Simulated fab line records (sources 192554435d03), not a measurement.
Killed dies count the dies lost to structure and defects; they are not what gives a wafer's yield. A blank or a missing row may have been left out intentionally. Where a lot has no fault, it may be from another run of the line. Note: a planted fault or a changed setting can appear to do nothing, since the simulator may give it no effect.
fab line records	flow n5Finfet
record: lots: 8	wafers: 24	lastDay: 18
route steps=1938 shown FIN_SAQP@129 FIN_CUT@156 BEOL_M4@1111 PASSIVATION@1936
lots that met no fault: taken from a fault-free run of the same line
startH: start of the lot's first displayed wafer, in hours after the record's first day	waitH: hours from the lot's prior step to this one	" the same as in the row above	L1.1+2: several wafers, shown together as one row	- no value, or no start was given	* or withheld: withheld	< > ~ a bound
route shown NAME@n: names a module that has steps shown in the file, with the first one's number in the route	usual: average and standard deviation across the fault-free wafers	same: alike in all rows	chamber/n: place in a boat	sites: readings site by site	_std_site: how widely they spread, as a standard deviation	_edge_site: the outer-site mean with the inner-site mean subtracted	radiusMm: for every site, how far away it sits from the centre of the wafer	mask NAME#n: copy n	behind: the last tool/chamber to shape the wafer	hold: what put the lot on hold/how long, in hours/how the hold closed	device: the n, p or np transistor that did not switch	end of line: tests of these same wafers at the route's end	step lacking rows: just its recipe	killed: dies lost to structure and defects at the first sort, not the wafer's yield	map: a wafer's dies, x killed, . not, _ none there
set.NAME: setting as actually run; set.NAME@STEP: the setting as run at that earlier step	model.NAME: the simulator's own value behind a step, which no gauge read
a sample of lots followed through the steps of the route, with each step as a table and each wafer as a row
services: a tool's chamber out of use, with start hour (startH, from the record's first day; less than 0 if before it), hours out, and reason
== steps ==
step: N5_FIN_SAQP_ETCH_57
recipe: chemistry: CH3F/O2	target: SiNx	maskMaterial: SiO2	targetDepthA: 325	timeS: 46.4	pressureMtorr: 30	sourceW: 395	biasW: 73	Ar_flow_sccm: 150	CH3F_flow_sccm: 30	O2_flow_sccm: 20	ionEnergyEv: 120	ends: cleared
usual: drypumpMotorCurrentA: 5.7/0.48	etchRfOnTimeS: 46.8/0.92	mfcArSccm: 150.0/0.49	oesProductAu: 0.64/0.053	rfVppV: 296/4.6	showerheadPlenumPTorr: 1.97/0.081	throttleValvePct: 16.43/0.17
lot.wafer	tool	chamber	startH	waitH	drypumpMotorCurrentA	etchRfOnTimeS	mfcArSccm	oesProductAu	rfHoursCounterH	rfVppV	showerheadPlenumPTorr	throttleValvePct
L468.1	rieDiel-05	3	67.88	0.0	5.1	46.8	149.9	0.65	162	291	2.01	16.38
L468.3	"	0	"	"	5.3	46.8	149.5	0.67	114	294	1.85	16.51
L468.6	"	1	"	"	6.6	46.7	149.5	0.59	-	291	1.90	16.74
L472.2	rieDiel-01	1	92.20	0.1	6.1	47.3	150.6	0.63	163	289	1.99	16.51
L472.5	"	1	"	"	6.1	47.1	150.6	0.63	-	291	1.99	16.48
L472.6	"	2	"	"	6.4	46.3	150.3	0.60	-	300	2.06	16.32
L473.1	rieDiel-05	2	98.06	0.0	5.5	47.4	149.7	0.59	212	302	1.91	16.41
L473.2	"	3	"	"	5.1	47.0	150.4	0.63	173	291	2.00	16.41
L473.5	"	3	"	"	5.2	47.2	149.5	0.64	-	290	2.00	16.39
L474.2	rieDiel-06	3	103.82	0.3	5.7	47.2	149.6	0.70	105	304	2.10	16.35
L474.4	"	0	"	"	6.0	49.9	149.8	0.67	115	293	2.09	16.32
L474.6	"	1	"	"	5.7	47.1	150.3	0.63	-	299	1.99	16.66
L475.1	rieDiel-06	3	108.48	0.0	5.7	45.3	149.2	0.69	107	304	2.10	16.36
L475.5	"	1	"	"	5.7	46.4	150.8	0.63	-	299	1.99	16.64
L475.6	"	2	"	"	5.6	46.4	150.6	0.61	-	299	1.90	16.31
L479.1	rieDiel-01	3	131.88	0.0	5.3	46.7	149.3	0.62	200	300	1.99	16.37
L479.2	"	2	"	"	6.3	46.3	150.2	0.59	212	298	2.06	16.35
L479.4	"	1	"	"	6.1	49.0	150.0	0.62	177	290	1.98	16.52
L483.1	rieDiel-05	0	156.31	0.0	5.3	46.4	150.5	0.65	147	294	1.84	16.58
L483.4	"	2	"	"	5.5	48.2	149.3	0.59	234	302	1.90	16.49
L483.5	"	0	"	"	5.3	47.5	150.1	0.65	-	293	1.84	16.58
L484.1	rieDiel-05	3	161.64	0.3	5.1	46.5	150.4	0.62	197	291	2.00	16.44
L484.4	"	1	"	"	6.6	46.2	150.3	0.84	3	295	2.15	16.35
L484.6	"	1	"	"	6.6	45.7	150.1	0.85	-	295	2.15	16.35
step: N5_FIN_SAQP_ETCH_67
recipe: chemistry: CH3F/O2	target: SiNx	targetDepthA: 300	maskMaterial: SOC	pressureMtorr: 30	sourceW: 395	biasW: 73	Ar_flow_sccm: 150	CH3F_flow_sccm: 30	O2_flow_sccm: 20	ionEnergyEv: 120
usual: drypumpMotorCurrentA: 5.7/0.46	mfcArSccm: 149.9/0.47	oesProductAu: 0.75/0.045	rfVppV: 296/4.6	showerheadPlenumPTorr: 1.97/0.08	throttleValvePct: 16.46/0.17
lot.wafer	tool	chamber	startH	waitH	drypumpMotorCurrentA	mfcArSccm	oesProductAu	rfHoursCounterH	rfVppV	showerheadPlenumPTorr	throttleValvePct
L468.1	rieDiel-05	3	68.61	0.0	5.1	150.4	0.76	162	291	2.01	16.39
L468.3	"	1	"	"	6.6	149.7	0.69	226	291	1.90	16.77
L468.6	"	0	"	"	5.3	149.5	0.78	-	293	1.85	16.54
L472.2	rieDiel-05	2	93.07	0.0	5.5	149.7	0.69	211	303	1.91	16.43
L472.5	"	3	"	"	5.1	149.6	0.75	-	290	2.00	16.42
L472.6	"	2	"	"	5.4	150.6	0.70	-	304	1.91	16.46
L473.1	rieDiel-05	2	98.86	0.0	5.4	150.5	0.71	213	303	1.91	16.44
L473.2	"	1	"	"	6.6	150.0	0.69	236	289	1.90	16.80
L473.5	"	0	"	"	5.3	150.8	0.78	-	293	1.85	16.57
L474.2	rieDiel-05	0	104.55	0.0	5.3	149.6	0.78	127	293	1.85	16.57
L474.4	"	2	"	"	5.4	149.6	0.71	214	301	1.91	16.44
L474.6	"	2	"	"	5.4	149.6	0.69	-	302	1.91	16.46
L475.1	rieDiel-06	3	109.38	0.0	5.7	149.4	0.81	107	303	2.10	16.38
L475.5	"	0	"	"	6.1	150.0	0.78	-	294	2.09	16.32
L475.6	"	1	"	"	5.7	150.7	0.74	-	297	1.99	16.67
L479.1	rieDiel-01	3	132.93	0.0	5.3	149.9	0.72	200	300	1.99	16.38
L479.2	"	2	"	"	6.4	149.7	0.70	212	298	2.06	16.37
L479.4	"	1	"	"	6.1	150.6	0.72	178	289	1.98	16.53
L483.1	rieDiel-01	0	157.15	0.0	5.5	150.0	0.80	73	295	2.02	16.12
L483.4	"	2	"	"	6.3	150.6	0.69	221	298	2.06	16.38
L483.5	"	2	"	"	6.3	150.4	0.69	-	299	2.06	16.38
L484.1	rieDiel-01	0	162.40	0.0	5.4	149.0	0.80	74	295	2.02	16.13
L484.4	"	1	"	"	6.1	150.3	0.70	189	290	1.98	16.57
L484.6	"	3	"	"	5.3	150.3	0.71	-	300	1.99	16.40
step: N5_FIN_SAQP_FIN_ETCH_36
recipe: chemistry: HBr/Cl2/O2	targetDepthA: 1200	maskMaterial: SiNx	timeS: 50.4	biasW: 102	pressureMtorr: 10	icpW: 800	HBr_flow_sccm: 150	Cl2_flow_sccm: 80	O2_flow_sccm: 12
usual: drypumpMotorCurrentA: 5.6/0.39	oesProductAu: 1.004/0.024	throttleValvePct: 36.1/0.31
same: timeS: 50.4
lot.wafer	tool	chamber	startH	waitH	drypumpMotorCurrentA	oesProductAu	rfHoursCounterH	throttleValvePct
L468.1	rieSi-01	1	69.96	0.0	5.5	0.992	160	35.8
L468.3	"	2	"	"	5.0	1.031	159	36.2
L468.6	"	2	"	"	5.0	1.031	-	36.2
L472.2	rieSi-06	2	94.21	0.0	5.6	1.004	122	35.6
L472.5	"	3	"	"	5.6	1.009	-	36.7
L472.6	"	0	"	"	5.5	0.986	-	36.4
L473.1	rieSi-06	1	100.23	0.0	6.0	0.995	92	36.0
L473.2	"	0	"	"	5.5	0.979	88	36.4
L473.5	"	1	"	"	6.0	0.993	-	36.0
L474.2	rieSi-04	2	105.71	0.0	5.1	1.044	8	35.9
L474.4	"	3	"	"	6.3	0.996	36	36.2
L474.6	"	1	"	"	5.2	0.976	-	35.8
L475.1	rieSi-01	3	110.60	0.0	5.3	0.976	86	36.4
L475.5	"	1	"	"	5.5	0.986	-	35.9
L475.6	"	2	"	"	5.0	1.025	-	36.2
L479.1	rieSi-06	0	134.33	0.0	5.5	0.973	89	36.4
L479.2	"	1	"	"	5.9	1.001	92	36.0
L479.4	"	3	"	"	5.6	1.029	171	36.7
L483.1	rieSi-01	1	158.36	0.0	5.5	0.990	162	35.8
L483.4	"	3	"	"	5.4	0.972	87	36.4
L483.5	"	3	"	"	5.4	0.968	-	36.4
L484.1	rieSi-04	0	163.66	0.0	5.9	1.047	118	36.1
L484.4	"	0	"	"	5.9	1.036	-	36.1
L484.6	"	2	"	"	5.1	1.038	-	35.9
step: N5_FIN_CUT_COAT_29
recipe: resist: underlayer	tempC: 205	timeS: 60	spinRpm: 1500	resistThkNm: 10
usual: spinSpeedRpm: 1500.2/0.99
same: timeS: 60
lot.wafer	tool	chamber	startH	waitH	spinSpeedRpm
L468.1	lithoTrack-02	0	70.25	-	1499.0
L468.3	"	0	"	"	1499.6
L468.6	"	0	"	"	1498.6
L472.2	lithoTrack-02	0	94.50	-	1500.8
L472.5	"	0	"	"	1500.6
L472.6	"	0	"	"	1501.2
L473.1	lithoTrack-02	0	100.52	-	1708.6
L473.2	"	0	"	"	1709.4
L473.5	"	0	"	"	1710.6
L474.2	lithoTrack-02	0	106.00	-	1709.2
L474.4	"	0	"	"	1708.9
L474.6	"	0	"	"	1710.4
L475.1	lithoTrack-02	0	110.92	-	1707.7
L475.5	"	0	"	"	1710.3
L475.6	"	0	"	"	1709.7
L479.1	lithoTrack-05	0	134.62	-	1498.4
L479.2	"	0	"	"	1499.5
L479.4	"	0	"	"	1499.6
L483.1	lithoTrack-05	0	158.64	-	1498.7
L483.4	"	0	"	"	1498.9
L483.5	"	0	"	"	1500.1
L484.1	lithoTrack-05	0	163.96	-	1500.7
L484.4	"	0	"	"	1500.1
L484.6	"	0	"	"	1499.7
step: N5_FIN_CUT_ETCH_30
recipe: chemistry: N2/H2	target: underlayer	targetDepthA: 130	maskMaterial: CAR-EUV	timeS: 10.4	ionEnergyEv: 200	pressureMtorr: 30	sourceW: 840	biasW: 150	n2FlowSccm: 200	h2FlowSccm: 200	ends: cleared
usual: drypumpMotorCurrentA: 5.8/0.54	etchRfOnTimeS: 10.36/0.22	oesProductAu: 0.68/0.078	rfVppV: 525.0/2.2	showerheadPlenumPTorr: 2.59/0.08	throttleValvePct: 17.80/0.25
lot.wafer	tool	chamber	startH	waitH	drypumpMotorCurrentA	etchRfOnTimeS	oesProductAu	rfHoursCounterH	rfVppV	showerheadPlenumPTorr	throttleValvePct
L468.1	rieDiel-02	1	70.80	0.0	5.4	10.11	0.78	24	524.5	2.60	17.43
L468.3	"	2	"	"	6.6	10.67	0.59	252	526.5	2.62	17.89
L468.6	"	2	"	"	6.6	10.57	0.60	-	526.4	2.62	17.91
L472.2	rieDiel-04	3	95.05	0.0	5.7	10.10	0.62	225	524.5	2.64	17.75
L472.5	"	0	"	"	5.6	10.50	0.64	-	523.2	2.52	18.01
L472.6	"	1	"	"	6.3	10.60	0.64	-	527.1	2.65	17.54
L473.1	rieDiel-04	3	101.07	0.0	5.7	9.51	0.62	227	526.8	2.63	17.75
L473.2	"	1	"	"	6.3	9.91	0.64	166	526.9	2.65	17.53
L473.5	"	2	"	"	5.7	9.60	0.65	-	528.5	2.64	18.02
L474.2	rieDiel-03	3	106.42	0.0	5.6	9.80	0.80	12	529.8	2.71	17.54
L474.4	"	2	"	"	5.0	9.93	0.69	81	525.4	2.56	17.80
L474.6	"	0	"	"	5.9	10.05	0.66	-	523.8	2.55	17.88
L475.1	rieDiel-02	1	111.60	0.0	5.4	9.47	0.76	40	526.2	2.59	17.45
L475.5	"	0	"	"	5.1	9.64	0.62	-	522.4	2.52	18.16
L475.6	"	3	"	"	6.6	9.56	0.82	-	528.0	2.72	17.68
L479.1	rieDiel-03	0	135.05	0.0	5.9	10.77	0.64	146	523.6	2.55	17.89
L479.2	"	1	"	"	6.0	10.60	0.65	153	519.6	2.42	17.89
L479.4	"	3	"	"	5.7	10.38	0.79	17	529.1	2.71	17.55
L483.1	rieDiel-02	3	159.35	0.0	6.6	10.06	0.81	23	529.3	2.71	17.69
L483.4	"	0	"	"	5.1	10.37	0.60	192	524.1	2.52	18.19
L483.5	"	3	"	"	6.6	10.10	0.79	-	528.0	2.72	17.71
L484.1	rieDiel-02	0	164.51	0.0	5.1	10.27	0.61	194	523.1	2.52	18.21
L484.4	"	3	"	"	6.6	10.11	0.80	25	526.8	2.71	17.71
L484.6	"	3	"	"	6.6	10.15	0.80	-	528.7	2.71	17.69
step: N5_BEOL_M4_RC_MEAS_101
usual: DIBL_N: 35.9/1.4	DIBL_P: 35.9/1.7	IOFF_N: 0.160/0.026	IOFF_P: 0.21/0.036	ION_N: 672/11	ION_P: 461/8.1	SS_N: 71.4/0.54	SS_P: 73.2/0.67	VT_N: 249.3/2.7	VT_P: -250/3.9
lot.wafer	tool	chamber	startH	waitH	DIBL_N[mV/V]	DIBL_P[mV/V]	IOFF_N[nA/um]	IOFF_P[nA/um]	ION_N[uA/um]	ION_P[uA/um]	SS_N[mV/dec]	SS_P[mV/dec]	VT_N[mV]	VT_P[mV]
L468.1	prober-01	0	208.68	0.0	36.4	34.8	0.153	0.20	671	464	71.4	73.4	250.6	-250
L468.3	"	0	"	"	36.4	35.9	0.160	0.23	677	474	71.3	73.2	248.7	-247
L468.6	"	0	"	"	35.4	34.2	0.147	0.20	670	465	70.6	72.6	249.6	-246
L472.2	prober-01	0	232.21	0.2	35.7	36.3	0.153	0.19	676	455	70.7	74.0	248.6	-255
L472.5	"	0	"	"	32.5	31.9	0.104	0.14	658	448	70.6	72.7	258.3	-257
L472.6	"	0	"	"	36.7	37.0	0.161	0.20	663	452	71.4	74.8	250.6	-255
L473.1	prober-02	0	250.04	0.0	38.3	39.4	0.204	0.25	676	464	72.0	73.9	243.8	-250
L473.2	"	0	"	"	35.8	36.3	0.158	0.20	686	466	71.6	72.9	248.7	-250
L473.5	"	0	"	"	36.1	36.8	0.169	0.21	687	463	71.7	72.5	245.5	-251
L474.2	prober-01	0	250.47	0.2	37.2	37.7	0.182	0.26	679	476	71.4	73.8	245.9	-247
L474.4	"	0	"	"	33.9	32.7	0.125	0.18	672	458	71.0	72.8	253.8	-249
L474.6	"	0	"	"	36.1	35.5	0.163	0.21	674	461	71.4	73.1	249.0	-250
L475.1	prober-01	0	254.42	0.0	35.7	36.0	0.171	0.24	692	476	71.6	72.6	245.1	-247
L475.5	"	0	"	"	35.4	35.7	0.163	0.23	673	466	71.1	72.9	247.9	-244
L475.6	"	0	"	"	36.0	36.0	0.169	0.24	684	470	72.0	72.7	247.9	-246
L479.1	prober-01	0	276.40	0.0	37.8	38.4	0.207	0.23	679	458	72.8	73.4	246.9	-248
L479.2	"	0	"	"	34.7	34.8	0.137	0.18	658	456	71.4	72.3	250.4	-252
L479.4	"	0	"	"	37.3	38.4	0.178	0.23	672	459	72.2	74.3	245.6	-248
L483.1	prober-01	0	309.69	0.0	36.2	37.0	0.186	0.23	670	458	72.1	73.9	245.1	-248
L483.4	"	0	"	"	35.4	37.1	0.171	0.22	690	465	71.6	74.4	248.0	-250
L483.5	"	0	"	"	34.2	34.5	0.136	0.18	660	451	71.1	72.8	251.7	-253
L484.1	prober-02	0	316.26	0.0	36.1	36.2	0.149	0.18	665	456	71.0	72.9	252.6	-253
L484.4	"	0	"	"	35.0	35.4	0.136	0.17	678	459	70.9	73.7	253.1	-255
L484.6	"	0	"	"	38.2	39.4	0.190	0.24	675	462	71.5	74.2	249.5	-248
step: N5_PASSIVATION_PROBE_49
usual: defectLimitedYield: 90.9/1.5	killed_at_M0_to_M3: 35/10	killed_at_M4_up: 14/5.2	killedAtContacts: 13/7.3	killedAtFrontEnd: 42/12	killedAtOther: 3.4/2.5	killedDies: 108/18	killedOpen: 70/13	killedShort: 35/8	sort_bin_5_function: 5.4/1	sort_bin_6_memory: 3.4/0.71	sort_bin_8_speed: 0.00/0.0099	sortNPass: 1072/18	sortYieldPct: 90.9/1.5
same: grossDies: 1180	killedAtBackSide: 0	sort_bin_4_leakage[%]: 0
lot.wafer	tool	chamber	startH	waitH	defectLimitedYield[%]	killed_at_M0_to_M3	killed_at_M4_up	killedAtContacts	killedAtFrontEnd	killedAtOther	killedDies	killedOpen	killedShort	sort_bin_5_function[%]	sort_bin_6_memory[%]	sort_bin_8_speed[%]	sortNPass	sortYieldPct[%]
L468.1	prober-02	-	320.97	0.0	92.4	43	12	7	22	6	90	62	28	4.9	2.4	0	1090	92.4
L468.3	prober-02	-	321.07	0.1	91.8	30	14	6	47	0	97	67	26	5.3	2.8	0	1083	91.8
L468.6	prober-02	-	321.22	0.3	90.1	37	25	5	48	2	117	77	39	6.2	3.6	0	1063	90.1
L472.2	prober-02	-	341.37	0.1	90.0	38	20	12	43	5	118	80	37	5.6	4.0	0	1062	90.0
L472.5	prober-02	-	341.52	0.2	91.3	24	12	5	60	2	103	74	27	4.5	3.7	0	1077	91.3
L472.6	prober-02	-	341.57	0.3	92.0	29	23	7	34	1	94	63	26	5.3	2.5	0	1086	92.0
L473.1	prober-01	-	346.29	0.0	91.2	33	29	7	30	5	104	73	22	4.6	3.6	0	1076	91.2
L473.2	prober-01	-	346.34	0.1	89.7	48	23	12	34	4	121	67	52	5.8	4.0	0	1059	89.7
L473.5	prober-01	-	346.49	0.2	88.6	36	35	11	42	10	134	85	46	7.6	3.2	0	1046	88.6
L474.2	prober-01	-	366.40	0.1	92.5	17	16	13	36	6	88	54	33	4.4	2.5	0	1092	92.5
L474.4	prober-01	-	366.50	0.2	90.8	14	8	30	53	4	109	69	38	5.2	3.8	0	1071	90.8
L474.6	prober-01	-	366.60	0.3	93.7	13	7	9	37	8	74	50	22	3.4	2.6	0.08	1106	93.7
L475.1	prober-02	-	372.56	0.0	89.8	41	9	22	47	1	120	75	42	5.5	4.2	0	1060	89.8
L475.5	prober-02	-	372.76	0.2	87.3	49	15	27	57	2	150	94	54	8.0	4.3	0	1030	87.3
L475.6	prober-02	-	372.81	0.3	87.9	39	11	18	68	7	143	91	52	7.1	4.7	0	1037	87.9
L479.1	prober-02	-	381.99	0.0	91.2	33	11	10	44	6	104	81	22	5.3	3.1	0	1076	91.2
L479.2	prober-02	-	382.04	0.1	92.9	32	10	14	26	2	84	58	25	4.6	2.5	0	1096	92.9
L479.4	prober-02	-	382.14	0.2	91.4	30	20	10	40	2	102	62	38	5.3	3.2	0	1078	91.4
killed by level:class
L468.1 BEOL_M0_SAQP:geometricParticle:open=17 BEOL_M0_SAQP:geometricParticle:short=9 BEOL_M2:geometricParticle:open=7 MOL_CONTACT_COAG:geometricParticle:open=6 BEOL_M4:geometricParticle:open=6 FIN_SAQP:geometricParticle:short=4 GATE_CUT:geometricParticle:short=4 BEOL_M3:geometricParticle:open=4
L468.3 GATE_CUT:geometricParticle:short=11 FIN_SAQP:geometricParticle:open=10 BEOL_M2:geometricParticle:open=10 BEOL_M0_SAQP:geometricParticle:open=6 STI_FIN_REVEAL:geometricParticle:open=5 MOL_CONTACT_COAG:geometricParticle:open=5 ILD0:geometricParticle:open=4 GATE_CUT:geometricParticle:open=4
L468.6 BEOL_M4:geometricParticle:open=11 STI_FIN_REVEAL:geometricParticle:open=10 BEOL_M0_SAQP:geometricParticle:open=9 BEOL_M1:geometricParticle:open=9 BEOL_M2:geometricParticle:open=7 BEOL_M8:geometricParticle:open=6 FIN_SAQP:geometricParticle:short=5 BEOL_M0_SAQP:geometricParticle:short=5
L472.2 BEOL_M4:geometricParticle:open=13 STI_FIN_REVEAL:geometricParticle:open=12 BEOL_M2:geometricParticle:open=10 BEOL_M3:geometricParticle:open=10 FIN_SAQP:geometricParticle:open=9 MOL_CONTACT_COAG:geometricParticle:open=7 BEOL_M0_SAQP:geometricParticle:short=7 MOL_CONTACT_COAG:geometricParticle:short=5
L472.5 FIN_SAQP:geometricParticle:open=14 DUMMY_GATE:geometricParticle:open=10 STI_FIN_REVEAL:geometricParticle:open=7 BEOL_M3:geometricParticle:open=7 BEOL_M4:geometricParticle:open=5 FIN_SAQP:geometricParticle:short=4 ILD0:geometricParticle:open=4 MOL_CONTACT_COAG:geometricParticle:open=4
L472.6 BEOL_M1:geometricParticle:open=8 MOL_CONTACT_COAG:geometricParticle:open=7 BEOL_M4:geometricParticle:open=7 BEOL_M3:geometricParticle:open=6 FIN_SAQP:geometricParticle:open=4 GATE_CUT:geometricParticle:short=4 BEOL_M0:geometricParticle:open=4 BEOL_M2:geometricParticle:open=4
L473.1 BEOL_M4:geometricParticle:open=14 STI_FIN_REVEAL:geometricParticle:open=7 BEOL_M1:geometricParticle:open=6 BEOL_M3:geometricParticle:open=6 DUMMY_GATE:geometricParticle:open=5 MOL_CONTACT_COAG:geometricParticle:open=5 BEOL_M0_SAQP:geometricParticle:short=5 BEOL_M2:geometricParticle:open=5
L473.2 BEOL_M3:geometricParticle:open=13 BEOL_M4:geometricParticle:open=12 FIN_SAQP:geometricParticle:short=11 MOL_CONTACT_COAG:geometricParticle:open=8 BEOL_M0_SAQP:geometricParticle:short=7 BEOL_M4:geometricParticle:short=6 BEOL_M0:geometricParticle:short=6 BEOL_M1:geometricParticle:open=6
L473.5 BEOL_M4:geometricParticle:open=24 BEOL_M2:geometricParticle:open=10 PASS1_CAP:geometricParticle:short=8 FIN_SAQP:geometricParticle:short=7 MOL_CONTACT_COAG:geometricParticle:open=7 STI_FIN_REVEAL:geometricParticle:open=7 DUMMY_GATE:geometricParticle:open=7 BEOL_M3:geometricParticle:open=6
L474.2 FIN_SAQP:geometricParticle:short=9 FIN_SAQP:geometricParticle:open=8 STI_FIN_REVEAL:geometricParticle:open=8 MOL_CONTACT_COAG:geometricParticle:short=7 BEOL_M4:geometricParticle:open=7 MOL_CONTACT_COAG:geometricParticle:open=6 BEOL_M0_SAQP:geometricParticle:short=5 BEOL_M3:geometricParticle:open=5
L474.4 MOL_CONTACT_COAG:geometricParticle:open=27 FIN_SAQP:geometricParticle:short=12 STI_FIN_REVEAL:geometricParticle:open=11 FIN_SAQP:geometricParticle:open=9 BEOL_M0_SAQP:geometricParticle:short=5 STI_FIN_REVEAL:geometricParticle:short=4 STARTING-WAFER:geometricParticle:open=4 MOL_CONTACT_COAG:geometricParticle:short=3
L474.6 STI_FIN_REVEAL:geometricParticle:open=17 DUMMY_GATE:geometricParticle:open=8 MOL_CONTACT_COAG:geometricParticle:open=7 BEOL_M0_SAQP:geometricParticle:open=3 BEOL_M0:geometricParticle:short=3 BEOL_M1:geometricParticle:open=3 MIM_TOP:geometricParticle:short=3 STARTING-WAFER:geometricParticle:open=3
L475.1 MOL_CONTACT_COAG:geometricParticle:open=16 BEOL_M0_SAQP:geometricParticle:short=12 FIN_SAQP:geometricParticle:open=9 STI_FIN_REVEAL:geometricParticle:open=9 BEOL_M0_SAQP:geometricParticle:open=8 FIN_SAQP:geometricParticle:short=6 DUMMY_GATE:geometricParticle:open=6 GATE_CUT:geometricParticle:short=5
L475.5 MOL_CONTACT_COAG:geometricParticle:open=21 BEOL_M0_SAQP:geometricParticle:short=13 STI_FIN_REVEAL:geometricParticle:open=12 BEOL_M3:geometricParticle:open=12 FIN_SAQP:geometricParticle:open=11 FIN_SAQP:geometricParticle:short=8 BEOL_M4:geometricParticle:open=7 MOL_CONTACT_COAG:geometricParticle:short=6
L475.6 STI_FIN_REVEAL:geometricParticle:open=24 FIN_SAQP:geometricParticle:open=11 MOL_CONTACT_COAG:geometricParticle:open=10 FIN_SAQP:geometricParticle:short=9 MOL_CONTACT_COAG:geometricParticle:short=8 BEOL_M0_SAQP:geometricParticle:short=8 BEOL_M0_SAQP:geometricParticle:open=7 GATE_CUT:geometricParticle:short=7
L479.1 FIN_SAQP:geometricParticle:open=10 MOL_CONTACT_COAG:geometricParticle:open=10 BEOL_M1:geometricParticle:open=9 STI_FIN_REVEAL:geometricParticle:open=8 DUMMY_GATE:geometricParticle:open=6 GATE_CUT:geometricParticle:short=6 BEOL_M0_SAQP:geometricParticle:open=6 BEOL_M2:geometricParticle:open=5
L479.2 MOL_CONTACT_COAG:geometricParticle:open=11 BEOL_M2:geometricParticle:open=8 BEOL_M3:geometricParticle:open=7 FIN_SAQP:geometricParticle:short=5 GATE_CUT:geometricParticle:open=5 BEOL_M0:geometricParticle:open=5 BEOL_M4:geometricParticle:open=5 BEOL_M1:geometricParticle:open=4
L479.4 MOL_CONTACT_COAG:geometricParticle:open=8 GATE_CUT:geometricParticle:short=7 BEOL_M5:geometricParticle:open=6 FIN_SAQP:geometricParticle:short=5 STI_FIN_REVEAL:geometricParticle:open=5 DUMMY_GATE:geometricParticle:open=5 STARTING-WAFER:geometricParticle:short=5 BEOL_M1:geometricParticle:open=4
== services ==
tool	chamber	startH	hours	kind
rieDiel-03	3	46.62	-	clean
rieDiel-03	3	46.62	-	consumableReplace:focusRing
rieDiel-02	3	58.62	-	clean
rieDiel-02	3	58.62	-	consumableReplace:focusRing
rieDiel-02	3	58.62	-	consumableReplace:showerhead
rieDiel-02	3	58.62	28.6	scheduledDown
rieDiel-02	3	58.62	28.6	ventCycle
rieSi-01	-	82.92	15.6	pm
rieDiel-02	2	87.28	-	clean
rieDiel-02	2	87.28	-	consumableReplace:focusRing
rieDiel-02	2	87.28	19.8	scheduledDown
rieDiel-02	2	87.28	19.8	ventCycle
lithoTrack-05	-	124.73	-	consumableReplace:filter
rieDiel-06	2	130.51	8.3	repair
rieDiel-05	1	139.24	-	clean
rieDiel-05	1	139.24	-	consumableReplace:focusRing
rieDiel-05	1	139.24	-	consumableReplace:showerhead
rieDiel-05	1	139.24	12.1	scheduledDown
rieDiel-05	1	139.24	12.1	ventCycle
rieSi-04	3	142.13	1.4	repair
rieSi-01	3	145.68	7.2	repair
rieDiel-06	3	159.99	6.8	repair
rieSi-01	2	162.76	3.4	repair
rieDiel-03	-	163.99	0.5	repair
== key ==
firstSign: step: N5_FIN_CUT_COAT_29	reading: spinSpeedRpm	direction: up	sigmas: 99+	usual: *	struck: *
effect: step: N5_FIN_CUT_ETCH_30	reading: etchRfOnTimeS	direction: down	sigmas: 2.9	usual: *	struck: *
metAt N5_FIN_CUT_COAT_29
struckLots L473,L474,L475
notActingAt N5_FIN_SAQP_ETCH_57,N5_FIN_SAQP_ETCH_67,N5_FIN_SAQP_FIN_ETCH_36
onsetBetween 94.50 100.52
fault: kind: processParameterDrift	tool: lithoTrack-02	chamber: -	onsetH: 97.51	steps: N5_FIN_CUT_COAT_29	channel: spinRpm	offset: *	shape: step	actsIn: *	stated: *
